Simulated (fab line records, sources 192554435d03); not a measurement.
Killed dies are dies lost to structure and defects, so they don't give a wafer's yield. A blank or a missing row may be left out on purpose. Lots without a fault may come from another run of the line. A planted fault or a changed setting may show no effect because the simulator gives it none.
One fault seen from 2 desks | flow n5_finfet | each desk has only its own numbers; what lay behind them comes last

THE TOOL OWNER'S DESK: rie_diel-03
The tool's own readings at N5_BEOL_M7_TRENCH_ETCH_37 (etches SiCOH lowk in C4F6/O2, target depth 93.478 nm, time 31.2 s): means of the sampled wafers that have a number, for each lot that ran on this tool. A lot is out of limits, marked OUT, if its mean lies more than 4 standard deviations from the usual mean; the brackets give that distance.
Columns: A = O2_flow_sccm at N5_BEOL_M7_TRENCH_ETCH_37, usual 10.00 sccm; B = drypump_motor_current_A at N5_BEOL_M7_TRENCH_ETCH_37, usual 5.7 A; C = oes_product_au at N5_BEOL_M7_TRENCH_ETCH_37, usual 0.78 a.u.; D = rf_vpp_V at N5_BEOL_M7_TRENCH_ETCH_37, usual 668 V; E = showerhead_plenum_p_Torr at N5_BEOL_M7_TRENCH_ETCH_37, usual 2.85 Torr; F = throttle_valve_pct at N5_BEOL_M7_TRENCH_ETCH_37, usual 21.01 %
lot  | first seen here | A     | B   | C    | D   | E    | F
L331 | day 8 17:14     | 9.98  | 5.7 | 0.74 | 654 | 2.80 | 21.26
L335 | day 9 23:33     | 10.01 | 5.4 | 0.59 | 658 | 2.81 | 21.05
L336 | day 10 08:55    | 10.02 | 5.5 | 0.66 | 650 | 2.86 | 21.29
L338 | day 11 02:28    | 10.00 | 5.6 | 0.64 | 651 | 2.86 | 21.30
L347 | day 13 16:19    | 10.05 | 5.2 | 0.88 | 655 | 2.87 | 20.88
L349 | day 13 23:38    | 9.98  | 5.6 | 0.89 | 650 | 2.85 | 21.06
L348 | day 14 12:14    | 10.00 | 5.5 | 0.81 | 660 | 2.80 | 21.09
This desk's finding: nothing out of limits on any of the 7 lots.

THE METROLOGY DESK
What the gauges read, lot by lot, whatever tool the lot ran on: means of the sampled wafers that have a number. A lot is out of limits, marked OUT, if its mean lies more than 4 standard deviations from the usual mean; the brackets give that distance. Of its 36 readings 7 are shown: the one that was out of limits first, and those that lie furthest out on some lot.
Columns: A = DIBL_N at N5_BEOL_M4_RC_MEAS_101, usual 36.0 mV/V; B = trench_depth_nm at N5_BEOL_M7_OCD_MEAS_38, usual 93.7 nm; C = M7_THK at N5_BEOL_M7_THK_MEAS_53, usual 82.1 nm; D = M7_RS at N5_BEOL_M7_RS_MEAS_57, usual 0.282 ohm/sq; E = COMB_M8 at N5_BEOL_M15_RC_MEAS_101, usual 2.6e-11 S/m; F = SERP_M7 at N5_BEOL_M15_RC_MEAS_101, usual 13.6 ohm/um; G = SERP_M7_max_site at N5_BEOL_M15_RC_MEAS_101, usual 14.1 ohm/um
lot  | first seen here | A    | B               | C               | D               | E       | F               | G
L331 | day 7 16:49     | 38.3 | 94.4            | 83.6            | 0.277           | 2.6e-11 | 13.9            | 14.3
L335 | day 9 00:22     | 36.9 | 68.0 (-15) OUT  | 56.5 (-13) OUT  | 0.499 (+28) OUT | 2.7e-11 | 23.6 (+15) OUT  | 24.4 (+14) OUT
L336 | day 9 07:55     | 36.4 | 81.5 (-7.2) OUT | 70.8 (-5.7) OUT | 0.386 (+13) OUT | 1.8e-11 | 17.6 (+5.9) OUT | 18.1 (+5.6) OUT
L338 | day 10 00:22    | 36.8 | 80.6 (-7.7) OUT | 69.1 (-6.5) OUT | 0.391 (+14) OUT | 1.9e-11 | 19.3 (+8.6) OUT | 20.0 (+8.2) OUT
L347 | day 12 12:56    | 36.5 | 94.9            | 82.9            | 0.278           | 2.5e-11 | 13.0            | 13.3
L349 | day 13 00:16    | 35.6 | 95.3            | 83.9            | 0.279           | 3.3e-11 | 13.6            | 14.2
L348 | day 13 08:08    | 31.3 | 95.9            | 84.1            | 0.273           | 3.0e-11 | 13.2            | 13.7
This desk's finding: out of limits on L335, L336, L338; first on L335, day 9 23:43 (trench_depth_nm at N5_BEOL_M7_OCD_MEAS_38). In limits: L331, L347, L349, L348.

PUT TOGETHER
The metrology desk could have raised an alarm at day 9 23:43, on L335, L336, L338.
The tool owner's desk saw nothing out of limits.
The tool owner's desk has L335, L336, L338 on record, within its limits.
Of the lots named, all ran N5_BEOL_M7_TRENCH_ETCH_37 on rie_diel-03.

WHAT THE SIMULATOR HAD PUT IN
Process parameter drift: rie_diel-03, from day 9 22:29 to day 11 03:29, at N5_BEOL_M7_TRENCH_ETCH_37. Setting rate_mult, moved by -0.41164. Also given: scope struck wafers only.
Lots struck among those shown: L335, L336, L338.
Hours from the fault's start to each desk's first reading out of limits: the metrology desk, 1.
